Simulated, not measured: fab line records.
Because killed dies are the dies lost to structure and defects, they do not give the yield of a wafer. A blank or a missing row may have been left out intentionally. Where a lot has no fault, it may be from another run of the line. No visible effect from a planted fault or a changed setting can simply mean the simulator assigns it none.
fab line records | flow n5-finfet
record lots=5 wafers=15 last-day=18
route steps=1938 shown BEOL_M1@832 BEOL_M2@841
lots that met no fault: from a run of the same line without faults
start-h: the number of hours between the record's first day and the start of the first shown wafer of the lot | wait-h: how many hours have passed since the lot's step before this one | " identical to the entry in the row above | L1.1+2: a row that stands for several wafers | - no value present, or no start provided | * or withheld: withheld | < > ~ a bound
route shown NAME@n: a module of which the file shows steps, and the number in the route of the first | usual: average and standard deviation across the fault-free wafers | same: alike in all rows | chamber/n: place in a boat | sites: per-site readings | _std_site: the values' standard deviation | _edge_site: outer sites' mean less inner sites' | radius-mm: how far each site lies from the wafer's centre | mask NAME#n: copy n | behind: the most recent tool/chamber to have shaped the wafer | hold: what put the lot on hold/how long, in hours/how the hold closed | device: transistor that didn't switch, given as n, p or np | end of line: tests of these same wafers at the route's end | step lacking rows: just its recipe | killed: dies lost to structure and defects at the first sort, not the wafer's yield | map: a wafer's dies, marking killed ones x, the rest . and places with no die _
set.NAME: the setting as run; set.NAME@STEP: as run at that earlier step | model.NAME: the simulator's own value behind a step, which no gauge read
lots at some steps of the route; a table a step, a row a wafer
services: the hour from which a tool's chamber was out of use, counted from the record's first day as start-h (under 0 if before that day), plus the number of hours and why
## steps
# step N5_BEOL_M1_ANNEAL_51
# recipe temp-c=225 time-s=90 ambient=N2
# usual anneal-temp-c-max=226.2/0.39 wafer_temp_C_max=226.5/0.43
# columns lot.wafer tool chamber start-h wait-h anneal-temp-c-max wafer_temp_C_max
L074.2 rtp-anneal-01 0 137.79 0.1 226.2 226.3
L074.3 " 0 " " 226.3 227.0
L074.6 " 0 " " 226.1 226.4
L090.1 rtp-anneal-02 0 222.16 0.1 226.9 226.1
L090.4 " 0 " " 226.5 226.3
L090.6 " 0 " " 226.6 225.7
L091.1 rtp-anneal-01 0 228.58 0.3 226.0 225.6
L091.4 " 0 " " 226.5 226.9
L091.5 " 0 " " 226.0 226.5
L092.4 rtp-anneal-01 0 240.11 0.2 226.3 226.8
L092.5 " 0 " " 226.1 226.8
L092.6 " 0 " " 226.2 226.8
L096.1 rtp-anneal-01 0 256.01 0.3 225.9 226.7
L096.3 " 0 " " 225.6 226.6
L096.5 " 0 " " 225.8 227.1
# step N5_BEOL_M1_CMP_52
# recipe stop-on=SiOC t-overpolish-s=6.8 down-force-psi=1 platen-rpm=50 clearing-platen-down-force-psi=1.5 clearing-platen-rpm=50 post-cmp-clean=cu-alkaline target-thk-nm=40 clearing-platen-pad-velocity-m-s=0.99484 pad-velocity-m-s=0.99484
# usual barrier-field-endpoint-s=24.5/0.69 head-pressure-psi=1.0005/0.0024 motor-current-A=5.9/0.55 overpolish-run-s=6.801/0.0085 time-to-endpoint-s=62/3.8
# columns lot.wafer tool chamber start-h wait-h barrier-field-endpoint-s head-pressure-psi motor-current-A overpolish-run-s time-to-endpoint-s
L074.2 cmp-01 2 138.08 0.2 24.2 0.9980 5.3 6.801 61
L074.3 " 3 " " 25.4 1.0022 6.0 6.808 63
L074.6 " 1 " " 24.9 1.0048 6.0 6.797 62
L090.1 cmp-01 0 222.45 0.3 24.0 1.0033 5.9 6.799 56
L090.4 " 2 " " 25.2 0.9999 5.4 6.801 62
L090.6 " 1 " " 24.9 1.0012 5.9 6.815 61
L091.4 cmp-01 0 228.88 0.1 23.2 1.0031 6.2 6.799 57
L091.1 " 2 " " 22.9 1.0009 5.6 6.797 59
L091.5 " 0 " " 23.5 0.9994 6.4 6.794 59
L092.4 cmp-01 3 240.38 0.2 24.7 1.0014 5.9 6.814 61
L092.5 " 0 " " 25.1 1.0035 6.0 6.806 62
L092.6 " 1 " " 25.7 1.0031 5.8 6.789 59
L096.1 cmp-03 1 256.49 0.4 25.0 1.0035 5.2 6.798 66
L096.3 " 3 " " 24.4 1.0019 7.6 6.810 65
L096.5 " 1 " " 25.7 1.0037 5.8 6.799 65
# step N5_BEOL_M1_THK_MEAS_53
# recipe thk-meas-gauge=xrf reads=Cu_of_BEOL_M1_ECD_50
# usual M1_THK=39.5/1.5
# columns lot.wafer tool chamber start-h wait-h M1_THK[nm]
L074.2 film-metro-01 - 138.33 - 39.7
L074.3 " - " " 40.6
L074.6 " - " " 41.2
L090.1 film-metro-02 - 222.75 - 38.7
L090.4 " - " " 39.8
L090.6 " - " " 40.6
L091.1 film-metro-01 - 229.18 - 36.5
L091.4 " - " " 39.5
L091.5 " - " " 39.2
L092.4 film-metro-02 - 240.57 - 40.6
L092.5 " - " " 38.0
L092.6 " - " " 39.5
L096.1 film-metro-02 - 256.75 - 39.9
L096.3 " - " " 39.4
L096.5 " - " " 41.1
# step N5_BEOL_M1_PRE_CLEAN_60
# recipe gas=NH3/H2 time-s=15 temp-c=* rf-power-w=300
# usual heater-power-w=89/33
# columns lot.wafer tool chamber start-h wait-h heater-power-w since-wet-clean-h
L074.2 cvd-co-02 1 138.37 0.0 144 1117
L074.3 " 2 " " 56 220
L074.6 " 1 " " 140 -
L090.1 cvd-co-02 0 222.79 0.0 82 764
L090.4 " 2 " " 56 -
L090.6 " 0 " " 83 -
L091.1 cvd-co-02 2 229.21 0.0 57 311
L091.4 " 0 " " 84 -
L091.5 " 1 " " 140 -
L092.4 cvd-co-02 0 240.62 0.1 82 -
L092.5 " 2 " " 56 -
L092.6 " 1 " " 141 -
L096.1 cvd-co-01 0 256.78 0.0 105 1017
L096.3 " 2 " " 45 557
L096.5 " 1 " " 108 -
# step N5_BEOL_M1_CO_CAP_55
# recipe material=Co target-thk-a=20 temp-c=200 precursor=CCTBA/H2 pressure-torr=30 time-s=102.1
# usual heater-power-w=241/41
# columns lot.wafer tool chamber start-h wait-h heater-power-w since-wet-clean-h
L074.2 cvd-co-02 1 138.41 0.0 306 1117
L074.3 " 2 " " 197 220
L074.6 " 1 " " 302 -
L090.1 cvd-co-02 0 222.83 0.0 233 764
L090.4 " 2 " " 199 -
L090.6 " 0 " " 231 -
L091.1 cvd-co-02 2 229.25 0.0 200 311
L091.4 " 0 " " 237 -
L091.5 " 1 " " 306 -
L092.4 cvd-co-02 0 240.68 0.0 239 -
L092.5 " 2 " " 202 -
L092.6 " 1 " " 301 -
L096.1 cvd-co-01 0 256.82 0.0 270 1017
L096.3 " 2 " " 187 558
L096.5 " 1 " " 264 -
# step N5_BEOL_M1_PRE_CLEAN_56
# recipe gas=NH3 time-s=15 temp-c=withheld rf-power-w=300
# columns lot.wafer tool chamber start-h wait-h since-wet-clean-h
L074.2 pecvd-04 2 138.50 0.1 451
L074.3 " 0 " " 1205
L074.6 " 1 " " -
L090.1 pecvd-01 2 222.93 0.1 354
L090.4 " 2 " " -
L090.6 " 0 " " -
L091.1 pecvd-04 2 229.34 0.1 542
L091.4 " 1 " " -
L091.5 " 0 " " -
L092.4 pecvd-04 1 240.75 0.0 -
L092.5 " 2 " " -
L092.6 " 0 " " -
L096.1 pecvd-04 1 256.93 0.1 2048
L096.3 " 2 " " 569
L096.5 " 0 " " -
# step N5_BEOL_M1_DEP_57
# recipe material=SiCN target-thk-a=80 temp-c=withheld precursor=3MS/NH3 pressure-torr=3 rf-w=202 time-s=14
# usual showerhead-plenum-p-Torr=3.672/0.017 throttle-valve-pct=9.1/0.54
# columns lot.wafer tool chamber start-h wait-h showerhead-plenum-p-Torr since-wet-clean-h throttle-valve-pct
L074.2 pecvd-04 2 138.53 0.0 3.663 451 8.9
L074.3 " 0 " " 3.661 1205 9.0
L074.6 " 1 " " 3.678 - 9.4
L090.1 pecvd-01 2 222.96 0.0 3.692 354 8.4
L090.4 " 2 " " 3.689 - 8.4
L090.6 " 0 " " 3.663 - 9.1
L091.1 pecvd-04 2 229.37 0.0 3.661 542 8.9
L091.4 " 1 " " 3.697 - 9.7
L091.5 " 0 " " 3.666 - 8.6
L092.4 pecvd-04 1 240.78 0.0 3.693 - 9.3
L092.5 " 2 " " 3.669 - 9.0
L092.6 " 0 " " 3.676 - 8.9
L096.1 pecvd-04 1 256.96 0.0 3.696 2048 9.5
L096.3 " 2 " " 3.666 569 8.8
L096.5 " 0 " " 3.668 - 8.6
# step N5_BEOL_M1_RS_MEAS_58
# recipe thk-meas-gauge=four-point-probe reads=Co_of_BEOL_M1_CO_CAP_55+Cu_of_BEOL_M1_ECD_50+Co_of_BEOL_M1_CVD_47+TaN_of_BEOL_M1_ALD_84
# usual M1_RS=0.68/0.033
# columns lot.wafer tool chamber start-h wait-h M1_RS[ohm/sq]
L074.2 film-metro-01 - 138.59 0.1 0.68
L074.3 " - " " 0.66
L074.6 " - " " 0.65
L090.1 film-metro-02 - 223.02 0.0 0.71
L090.4 " - " " 0.68
L090.6 " - " " 0.67
L091.1 film-metro-02 - 229.45 0.1 0.73
L091.4 " - " " 0.66
L091.5 " - " " 0.67
L092.4 film-metro-02 - 240.95 0.2 0.65
L092.5 " - " " 0.71
L092.6 " - " " 0.68
L096.1 film-metro-01 - 257.02 0.0 0.68
L096.3 " - " " 0.69
L096.5 " - " " 0.66
# step N5_BEOL_M1_INSPECT_59
# recipe inspect-instrument=darkfield mode=post-dep
# usual raw-defect-count=66/23
# columns lot.wafer tool chamber start-h wait-h raw-defect-count
L074.2 defect-inspect-02 - 138.62 0.0 54
L074.3 " - " " 51
L074.6 " - " " 66
L090.1 defect-inspect-02 - 223.05 0.0 78
L090.4 " - " " 40
L090.6 " - " " 54
L091.1 defect-inspect-02 - 229.48 0.0 123
L091.4 " - " " 95
L091.5 " - " " 71
L092.4 defect-inspect-01 - 240.97 0.0 71
L092.5 " - " " 68
L092.6 " - " " 60
L096.1 defect-inspect-02 - 257.05 0.0 61
L096.3 " - " " 55
L096.5 " - " " 58
# step N5_BEOL_M2_ILD_DEP_00
# recipe material=SiOC target-thk-a=790 temp-c=350 precursor=DEMS/O2 pressure-torr=5 rf-w=500 time-s=15.3
# usual heater-power-w=484/62 showerhead-plenum-p-Torr=5.699/0.02 throttle-valve-pct=11.7/0.52
# columns lot.wafer tool chamber start-h wait-h heater-power-w showerhead-plenum-p-Torr since-wet-clean-h throttle-valve-pct
L074.2 pecvd-01 2 138.66 0.0 460 5.729 270 11.1
L074.3 " 0 " " 448 5.690 1024 11.6
L074.6 " 0 " " 437 5.685 - 12.1
L090.1 pecvd-03 0 223.09 0.0 569 5.708 927 11.4
L090.4 " 0 " " 575 5.720 - 11.6
L090.6 " 2 " " 461 5.718 - 11.6
L091.1 pecvd-02 1 229.51 0.0 391 5.691 1477 11.7
L091.4 " 0 " " 517 5.676 - 11.6
L091.5 " 2 " " 455 5.687 - 12.3
L092.4 pecvd-03 0 241.03 0.1 619 5.723 - 11.6
L092.5 " 1 " " 431 5.696 - 11.5
L092.6 " 2 " " 457 5.719 - 11.7
L096.1 pecvd-02 1 257.08 0.0 398 5.679 1505 11.6
L096.3 " 1 " " 399 5.699 - 11.9
L096.5 " 0 " " 484 5.680 - 11.7
# step N5_BEOL_M2_THK_MEAS_01
# recipe reads=SiOC_of_BEOL_M2_ILD_DEP_00
# usual M2_ILD_THK=79.1/0.99
# columns lot.wafer tool chamber start-h wait-h M2_ILD_THK[nm]
L074.2 film-metro-01 - 138.72 0.1 79.4
L074.3 " - " " 77.6
L074.6 " - " " 78.5
L090.1 film-metro-02 - 223.17 0.1 78.6
L090.4 " - " " 79.6
L090.6 " - " " 80.5
L091.1 film-metro-01 - 229.58 0.0 78.8
L091.4 " - " " 80.0
L091.5 " - " " 79.7
L092.4 film-metro-02 - 241.08 0.0 78.2
L092.5 " - " " 78.9
L092.6 " - " " 78.5
L096.1 film-metro-01 - 257.17 0.1 79.6
L096.3 " - " " 80.3
L096.5 " - " " 81.0
# step N5_BEOL_M2_PECVD_72
# recipe material=SiO2 target-thk-a=160 temp-c=400 precursor=TEOS/O2 pressure-torr=5.5 rf-w=450 teos-flow-sccm=53.8 gas=O2 flow-sccm=3000 time-s=18
# usual heater-power-w=719/75 showerhead-plenum-p-Torr=8.83/0.085 throttle-valve-pct=22.4/1.6
# columns lot.wafer tool chamber start-h wait-h heater-power-w showerhead-plenum-p-Torr since-wet-clean-h throttle-valve-pct
L074.2 pecvd-02 1 138.76 0.0 624 8.68 1386 21.8
L074.3 " 2 " " 658 8.73 2111 22.6
L074.6 " 1 " " 636 8.70 - 22.2
L090.1 pecvd-01 2 223.21 0.0 695 8.94 354 20.9
L090.4 " 0 " " 642 8.77 - 22.3
L090.6 " 2 " " 698 8.94 - 20.9
L091.1 pecvd-02 2 229.62 0.0 675 8.74 2202 22.8
L091.4 " 2 " " 700 8.75 - 22.7
L091.5 " 0 " " 762 8.73 - 22.1
L092.4 pecvd-02 0 241.13 0.1 766 8.68 - 22.3
L092.5 " 0 " " 780 8.70 - 21.9
L092.6 " 1 " " 602 8.69 - 21.7
L096.1 pecvd-01 2 257.21 0.0 709 8.95 388 21.0
L096.3 " 1 " " 783 8.87 1867 25.5
L096.5 " 0 " " 733 8.77 - 22.2
# step N5_BEOL_M2_HM_DEP_02
# recipe material=TiN target-thk-a=200 temp-c=25 chamber-pressure-pa=0.49996
# usual throttle-valve-pct=30.2/1.1
# columns lot.wafer tool chamber start-h wait-h throttle-valve-pct
L074.2 pvd-sputter-03 - 139.57 0.8 31.1
L074.3 " - " " 30.6
L074.6 " - " " 29.6
L090.1 pvd-sputter-01 - 223.26 0.0 30.9
L090.4 " - " " 31.6
L090.6 " - " " 31.5
L091.1 pvd-sputter-02 - 231.37 1.7 27.6
L091.4 " - " " 31.2
L091.5 " - " " 29.8
L092.4 pvd-sputter-03 - 241.63 0.5 30.5
L092.5 " - " " 30.5
L092.6 " - " " 31.2
L096.1 pvd-sputter-01 - 259.13 1.9 28.6
L096.3 " - " " 30.9
L096.5 " - " " 30.9
# step N5_BEOL_M2_COAT_61
# recipe resist=SOC temp-c=250 time-s=60 spin-rpm=1500 resist-thk-nm=60
# usual spin-speed-rpm=1500.0/0.94
# columns lot.wafer tool chamber start-h wait-h spin-speed-rpm
L074.2 litho-track-05 0 139.71 0.1 1499.8
L074.3 " 0 " " 1500.0
L074.6 " 0 " " 1500.0
L090.1 litho-track-04 0 223.39 0.1 1501.2
L090.4 " 0 " " 1499.9
L090.6 " 0 " " 1499.7
L091.1 litho-track-05 0 231.49 0.1 1500.2
L091.4 " 0 " " 1499.8
L091.5 " 0 " " 1498.8
L092.4 litho-track-03 0 241.76 0.1 1498.4
L092.5 " 0 " " 1499.8
L092.6 " 0 " " 1500.4
L096.1 litho-track-03 0 259.25 0.1 1499.8
L096.3 " 0 " " 1499.0
L096.5 " 0 " " 1500.7
# step N5_BEOL_M2_COAT_62
# recipe resist=SiARC temp-c=220 time-s=60 spin-rpm=1500 resist-thk-nm=12
# usual spin-speed-rpm=1500.0/0.96
# columns lot.wafer tool chamber start-h wait-h spin-speed-rpm
L074.2 litho-track-05 0 - - 1500.3
L074.3 " 0 " " 1499.9
L074.6 " 0 " " 1498.7
L090.1 litho-track-04 0 - - 1502.9
L090.4 " 0 " " 1500.5
L090.6 " 0 " " 1499.9
L091.1 litho-track-05 0 - - 1498.7
L091.4 " 0 " " 1501.1
L091.5 " 0 " " 1499.4
L092.4 litho-track-03 0 - - 1499.3
L092.5 " 0 " " 1499.0
L092.6 " 0 " " 1499.2
L096.1 litho-track-03 0 - - 1499.9
L096.3 " 0 " " 1500.3
L096.5 " 0 " " 1500.3
# step N5_BEOL_M2_COAT_73
# recipe resist=underlayer temp-c=205 time-s=60 spin-rpm=1500 resist-thk-nm=5
# usual spin-speed-rpm=1499.8/0.92
# columns lot.wafer tool chamber start-h wait-h spin-speed-rpm
L074.2 litho-track-05 0 - - 1499.4
L074.3 " 0 " " 1499.7
L074.6 " 0 " " 1500.4
L090.1 litho-track-04 0 - - 1500.7
L090.4 " 0 " " 1500.9
L090.6 " 0 " " 1500.4
L091.1 litho-track-05 0 - - 1499.4
L091.4 " 0 " " 1498.5
L091.5 " 0 " " 1499.9
L092.4 litho-track-03 0 - - 1499.5
L092.5 " 0 " " 1499.4
L092.6 " 0 " " 1500.1
L096.1 litho-track-03 0 - - 1500.4
L096.3 " 0 " " 1499.6
L096.5 " 0 " " 1499.1
# step N5_BEOL_M2_COAT_05
# recipe resist=CAR-EUV spin-rpm=1500 resist-thk-nm=30
# usual spin-speed-rpm=1499.9/0.81
# columns lot.wafer tool chamber start-h wait-h spin-speed-rpm
L074.2 litho-track-05 0 - - 1500.7
L074.3 " 0 " " 1501.1
L074.6 " 0 " " 1500.9
L090.1 litho-track-04 0 - - 1500.9
L090.4 " 0 " " 1500.1
L090.6 " 0 " " 1499.9
L091.1 litho-track-05 0 - - 1499.0
L091.4 " 0 " " 1498.9
L091.5 " 0 " " 1500.5
L092.4 litho-track-03 0 - - 1498.0
L092.5 " 0 " " 1498.0
L092.6 " 0 " " 1500.0
L096.1 litho-track-03 0 - - 1500.2
L096.3 " 0 " " 1499.3
L096.5 " 0 " " 1500.0
# step N5_BEOL_M2_EBR_07
# recipe solvent=PGMEA ebr-width-mm=1.5
# columns lot.wafer tool chamber start-h wait-h
L074.2+3+6 litho-track-05 0 - -
L090.1+4+6 litho-track-04 0 - -
L091.1+4+5 litho-track-05 0 - -
L092.4+5+6 litho-track-03 0 - -
L096.1+3+5 litho-track-03 0 - -
# step N5_BEOL_M2_SOFTBAKE_06
# recipe temp-c=110 time-s=60 resist=CAR-EUV
# columns lot.wafer tool chamber start-h wait-h
L074.2+3+6 litho-track-05 0 - -
L090.1+4+6 litho-track-04 0 - -
L091.1+4+5 litho-track-05 0 - -
L092.4+5+6 litho-track-03 0 - -
L096.1+3+5 litho-track-03 0 - -
# step N5_BEOL_M2_EXPOSE_08
# recipe mask-id=M2 na=0.33 source-shape=dipole sigma-inner=0.369 sigma-outer=0.767 polarization=unpolarized dose-mj=41.25
# columns lot.wafer tool chamber start-h wait-h mask
L074.2+3+6 euv-scanner-02 0 139.97 - M2#0
L090.1+4+6 euv-scanner-01 0 223.53 - M2#0
L091.1+4+5 euv-scanner-02 0 231.76 - M2#0
L092.4+5+6 euv-scanner-01 0 242.04 - M2#0
L096.1+3+5 euv-scanner-02 0 259.39 - M2#0
# step N5_BEOL_M2_PEB_09
# recipe peb-temp-c=100 peb-time-s=60 resist=CAR-EUV
# columns lot.wafer tool chamber start-h wait-h
L074.2+3+6 litho-track-05 0 140.03 0.1
L090.1+4+6 litho-track-04 0 223.59 0.1
L091.1+4+5 litho-track-03 0 231.82 0.1
L092.4+5+6 litho-track-05 0 242.09 0.0
L096.1+3+5 litho-track-03 0 259.45 0.1
# step N5_BEOL_M2_DEVELOP_10
# recipe develop-time-s=30 developer=TMAH resist=CAR-EUV rinse-liquid=surfactant-rinse dry=air-spin dev-temp-c=23
# columns lot.wafer tool chamber start-h wait-h
L074.2+3+6 litho-track-05 0 - -
L090.1+4+6 litho-track-04 0 - -
L091.1+4+5 litho-track-03 0 - -
L092.4+5+6 litho-track-05 0 - -
L096.1+3+5 litho-track-03 0 - -
# step N5_BEOL_M2_CD_MEAS_11
# recipe target-cd-nm=16.79 landing-energy-ev=500 detector=se-inlens polarity=opening
# usual cd-nm=16.76/0.24
# columns lot.wafer tool chamber start-h wait-h cd-nm
L074.2 cd-sem-03 0 140.10 - 16.60
L074.3 " 0 " " 16.99
L074.6 " 0 " " 16.77
L090.1 cd-sem-01 0 223.66 - 17.28
L090.4 " 0 " " 16.69
L090.6 " 0 " " 16.79
L091.1 cd-sem-02 0 231.89 - 16.86
L091.4 " 0 " " 17.02
L091.5 " 0 " " 16.50
L092.4 cd-sem-01 0 242.16 - 16.26
L092.5 " 0 " " 16.76
L092.6 " 0 " " 17.32
L096.1 cd-sem-01 0 259.52 - 16.76
L096.3 " 0 " " 16.74
L096.5 " 0 " " 16.68
# step N5_BEOL_M2_OVL_MEAS_12
# recipe points-per-wafer=522
# usual M2_OVL=-0.3/0.73
# columns lot.wafer tool chamber start-h wait-h M2_OVL[nm]
L074.2 overlay-01 0 140.13 0.0 -0.5
L074.3 " 0 " " -1.3
L074.6 " 0 " " -1.0
L090.1 overlay-01 0 223.69 0.0 -1.1
L090.4 " 0 " " -0.2
L090.6 " 0 " " -0.5
L091.1 overlay-01 0 231.92 0.0 0.5
L091.4 " 0 " " -0.8
L091.5 " 0 " " 0.0
L092.4 overlay-01 0 242.20 0.0 0.3
L092.5 " 0 " " 0.0
L092.6 " 0 " " 0.8
L096.1 overlay-02 0 259.55 0.0 1.2
L096.3 " 0 " " 0.8
L096.5 " 0 " " 1.5
# step N5_BEOL_M2_INSPECT_13
# recipe mode=adi inspect-instrument=brightfield
# usual raw-defect-count=386/94
# columns lot.wafer tool chamber start-h wait-h raw-defect-count
L074.2 defect-inspect-01 - 140.19 0.0 337
L074.3 " - " " 517
L074.6 " - " " 421
L090.1 defect-inspect-01 - 223.75 0.1 348
L090.4 " - " " 311
L090.6 " - " " 405
L091.1 defect-inspect-01 - 231.98 0.1 408
L091.4 " - " " 365
L091.5 " - " " 307
L092.4 defect-inspect-01 - 242.24 0.0 394
L092.5 " - " " 296
L092.6 " - " " 374
L096.1 defect-inspect-02 - 259.61 0.1 379
L096.3 " - " " 402
L096.5 " - " " 370
# step N5_BEOL_M2_DESCUM_16
# recipe chemistry=O2 time-s=7 source-power-w=50 bias-power-w=20 pressure-mtorr=20 rf-frequency-hz=2.712e+07 temp-c=40 resist=CAR-EUV o2-flow-sccm=225
# usual chamber-pressure-mTorr=19.999/0.017 drypump-motor-current-A=5.8/0.62 oes-product-au=0.80/0.088 rf-vpp-V=242.5/1.3 showerhead-plenum-p-Torr=2.06/0.062 throttle-valve-pct=20.38/0.28
# columns lot.wafer tool chamber start-h wait-h chamber-pressure-mTorr drypump-motor-current-A oes-product-au rf-hours-counter-h rf-vpp-V showerhead-plenum-p-Torr throttle-valve-pct
L074.2 rie-diel-06 0 140.59 0.4 19.945 4.9 0.72 197 242.1 1.99 20.84
L074.3 " 3 " " 20.005 6.5 0.74 163 243.5 2.18 20.59
L074.6 " 0 " " 20.013 4.9 0.72 - 243.6 1.99 20.86
L090.1 rie-diel-05 1 223.94 0.2 19.997 6.4 0.89 52 241.2 2.04 20.29
L090.4 " 0 " " 20.000 6.0 0.76 150 240.3 2.00 20.22
L090.6 " 1 " " 19.995 6.4 0.88 - 243.0 2.04 20.31
L091.1 rie-diel-05 1 232.06 0.1 19.988 6.4 0.88 54 242.2 2.04 20.33
L091.4 " 3 " " 19.988 4.9 0.81 62 242.1 2.04 20.00
L091.5 " 3 " " 20.022 4.9 0.81 - 243.5 2.04 19.99
L092.4 rie-diel-05 2 242.27 0.0 19.995 6.6 0.69 228 244.4 2.08 20.68
L092.5 " 3 " " 19.997 4.9 0.81 - 242.4 2.04 20.02
L092.6 " 0 " " 19.995 6.0 0.76 - 241.2 2.00 20.24
L096.1 rie-diel-02 2 259.72 0.1 20.002 6.2 0.75 121 242.0 2.03 20.50
L096.3 " 1 " " 19.977 5.5 0.82 66 242.2 2.04 19.97
L096.5 " 0 " " 19.969 5.1 0.84 - 242.1 2.05 20.44
# step N5_BEOL_M2_ETCH_74
# recipe chemistry=N2/H2 target=underlayer target-depth-a=65 mask-material=CAR-EUV time-s=5.2 ion-energy-ev=200 pressure-mtorr=30 source-w=840 bias-w=150 n2-flow-sccm=200 h2-flow-sccm=200 ends=cleared
# usual chamber-pressure-mTorr=30.00/0.044 drypump-motor-current-A=5.8/0.62 etch-rf-on-time-s=5.19/0.14 oes-product-au=0.68/0.073 rf-vpp-V=522.5/2.5 showerhead-plenum-p-Torr=2.50/0.073 throttle-valve-pct=17.8/0.36
# columns lot.wafer tool chamber start-h wait-h chamber-pressure-mTorr drypump-motor-current-A etch-rf-on-time-s oes-product-au rf-hours-counter-h rf-vpp-V showerhead-plenum-p-Torr throttle-valve-pct
L074.2 rie-diel-06 0 140.63 0.0 29.92 4.9 4.99 0.62 197 520.7 2.43 18.3
L074.3 " 3 " " 29.97 6.4 5.24 0.63 163 525.0 2.66 18.1
L074.6 " 0 " " 30.03 4.9 4.99 0.63 - 520.8 2.43 18.3
L090.1 rie-diel-05 1 223.98 0.0 29.96 6.3 5.08 0.77 52 522.6 2.47 17.6
L090.4 " 0 " " 30.02 6.0 5.17 0.64 150 518.9 2.45 17.8
L090.6 " 1 " " 29.95 6.3 5.09 0.77 - 523.5 2.47 17.5
L091.1 rie-diel-05 1 232.09 0.0 30.01 6.4 5.06 0.76 54 521.8 2.47 17.6
L091.4 " 3 " " 29.96 4.9 5.48 0.68 62 521.7 2.46 17.3
L091.5 " 3 " " 30.06 4.9 5.48 0.68 - 521.4 2.46 17.3
L092.4 rie-diel-05 2 242.31 0.0 29.92 6.6 5.13 0.59 228 521.9 2.52 18.1
L092.5 " 3 " " 30.02 4.9 5.46 0.68 - 520.9 2.46 17.3
L092.6 " 0 " " 29.95 6.0 5.19 0.64 - 518.4 2.45 17.8
L096.1 rie-diel-02 2 259.76 0.0 30.03 6.3 5.16 0.65 121 520.0 2.46 17.9
L096.3 " 1 " " 30.05 5.5 5.27 0.69 66 521.5 2.46 17.3
L096.5 " 0 " " 29.95 5.0 5.11 0.71 - 522.8 2.49 17.9
# step N5_BEOL_M2_ETCH_63
# recipe chemistry=CF4 target=SiARC target-depth-a=156 mask-material=CAR-EUV time-s=26 ion-energy-ev=80 pressure-mtorr=40 source-w=545 bias-w=36 Ar_flow_sccm=100 cf4-flow-sccm=100 ends=cleared
# usual chamber-pressure-mTorr=40.00/0.036 drypump-motor-current-A=5.8/0.62 etch-rf-on-time-s=26.0/0.76 oes-product-au=0.68/0.073 rf-vpp-V=183.6/1.2 showerhead-plenum-p-Torr=2.10/0.059 throttle-valve-pct=15.53/0.28
# columns lot.wafer tool chamber start-h wait-h chamber-pressure-mTorr drypump-motor-current-A etch-rf-on-time-s oes-product-au rf-hours-counter-h rf-vpp-V showerhead-plenum-p-Torr throttle-valve-pct
L074.2 rie-diel-06 0 140.64 0.0 40.00 4.9 25.2 0.62 197 182.6 2.04 15.99
L074.3 " 3 " " 39.99 6.4 26.7 0.63 163 184.6 2.22 15.72
L074.6 " 0 " " 39.95 4.9 25.2 0.62 - 182.8 2.04 16.00
L090.1 rie-diel-05 1 223.99 0.0 40.03 6.4 25.3 0.76 52 183.7 2.10 15.49
L090.4 " 0 " " 40.05 6.0 26.0 0.65 150 183.2 2.05 15.48
L090.6 " 1 " " 40.00 6.4 25.2 0.76 - 183.8 2.10 15.49
L091.1 rie-diel-05 1 232.11 0.0 40.03 6.3 25.4 0.75 54 183.5 2.10 15.49
L091.4 " 3 " " 39.97 4.9 27.7 0.68 62 184.4 2.09 15.12
L091.5 " 3 " " 39.99 4.9 27.7 0.67 - 183.4 2.09 15.12
L092.4 rie-diel-05 2 242.32 0.0 39.98 6.6 25.7 0.60 228 184.6 2.12 15.77
L092.5 " 3 " " 39.97 4.9 27.6 0.67 - 183.8 2.08 15.11
L092.6 " 0 " " 40.01 6.0 26.0 0.64 - 182.9 2.05 15.47
L096.1 rie-diel-02 2 259.77 0.0 39.98 6.2 25.9 0.65 121 184.3 2.08 15.69
L096.3 " 1 " " 39.97 5.5 26.1 0.70 66 182.9 2.09 15.18
L096.5 " 0 " " 39.98 5.0 25.8 0.71 - 183.9 2.08 15.41
# step N5_BEOL_M2_ETCH_64
# recipe chemistry=N2/H2 target=SOC target-depth-a=750 overetch-a=225 mask-material=SiARC temp-c=40 time-s=121.9 ion-energy-ev=200 pressure-mtorr=30 source-w=840 bias-w=150 n2-flow-sccm=200 h2-flow-sccm=200
# usual chamber-pressure-mTorr=29.999/0.027 drypump-motor-current-A=5.8/0.63 oes-product-au=0.61/0.063 rf-vpp-V=522.6/2.1 showerhead-plenum-p-Torr=2.50/0.073 throttle-valve-pct=17.7/0.36
# columns lot.wafer tool chamber start-h wait-h chamber-pressure-mTorr drypump-motor-current-A oes-product-au rf-hours-counter-h rf-vpp-V showerhead-plenum-p-Torr throttle-valve-pct
L074.2 rie-diel-06 0 140.67 0.0 29.992 4.9 0.54 197 519.5 2.43 18.3
L074.3 " 3 " " 30.032 6.4 0.57 163 525.9 2.66 18.1
L074.6 " 0 " " 29.963 4.9 0.54 - 519.4 2.43 18.3
L090.1 rie-diel-05 1 224.02 0.0 30.006 6.4 0.66 52 524.3 2.47 17.5
L090.4 " 0 " " 29.998 6.0 0.57 150 521.1 2.45 17.8
L090.6 " 1 " " 29.970 6.4 0.67 - 522.4 2.47 17.5
L091.1 rie-diel-05 1 232.14 0.0 29.969 6.4 0.67 54 523.1 2.47 17.5
L091.4 " 3 " " 30.042 4.9 0.61 62 522.4 2.46 17.3
L091.5 " 3 " " 29.994 4.9 0.62 - 522.0 2.46 17.3
L092.4 rie-diel-05 2 242.35 0.0 30.008 6.6 0.53 228 522.9 2.52 18.1
L092.5 " 3 " " 30.006 4.9 0.62 - 523.9 2.46 17.3
L092.6 " 0 " " 30.021 6.0 0.57 - 519.2 2.45 17.8
L096.1 rie-diel-02 2 259.80 0.0 30.020 6.2 0.58 121 521.4 2.46 17.9
L096.3 " 1 " " 29.998 5.5 0.63 66 521.9 2.46 17.3
L096.5 " 0 " " 30.015 5.1 0.63 - 523.1 2.49 17.9
## services
# columns tool chamber start-h hours kind
euv-scanner-02 - 117.77 1.0 pm
rie-diel-02 0 126.72 16.1 repair
cmp-03 - 135.41 4.0 pm
cvd-co-02 - 145.64 0.6 repair
pecvd-03 - 148.09 0.9 repair
pecvd-04 2 157.25 1.7 repair
euv-scanner-01 - 160.54 1.0 pm
rie-diel-05 1 162.15 36.3 repair
euv-scanner-02 - 173.92 1.0 pm
pecvd-02 - 184.99 27.0 repair
euv-scanner-01 - 193.78 12.0 pm
litho-track-03 - 194.37 - consumable-replace:filter
rie-diel-06 2 197.89 1.5 repair
rie-diel-02 1 198.27 1.6 repair
cmp-01 - 204.30 4.0 pm
euv-scanner-02 - 205.78 4.6 pm
euv-scanner-01 - 216.69 1.0 pm
rie-diel-06 0 220.63 6.6 repair
cmp-01 - 223.18 1.3 repair
rie-diel-02 - 229.71 0.5 repair
euv-scanner-02 - 230.07 1.0 pm
cvd-co-01 2 231.54 18.0 repair
euv-scanner-01 - 252.96 1.3 repair
rie-diel-05 0 258.19 9.4 repair
## key
fault none
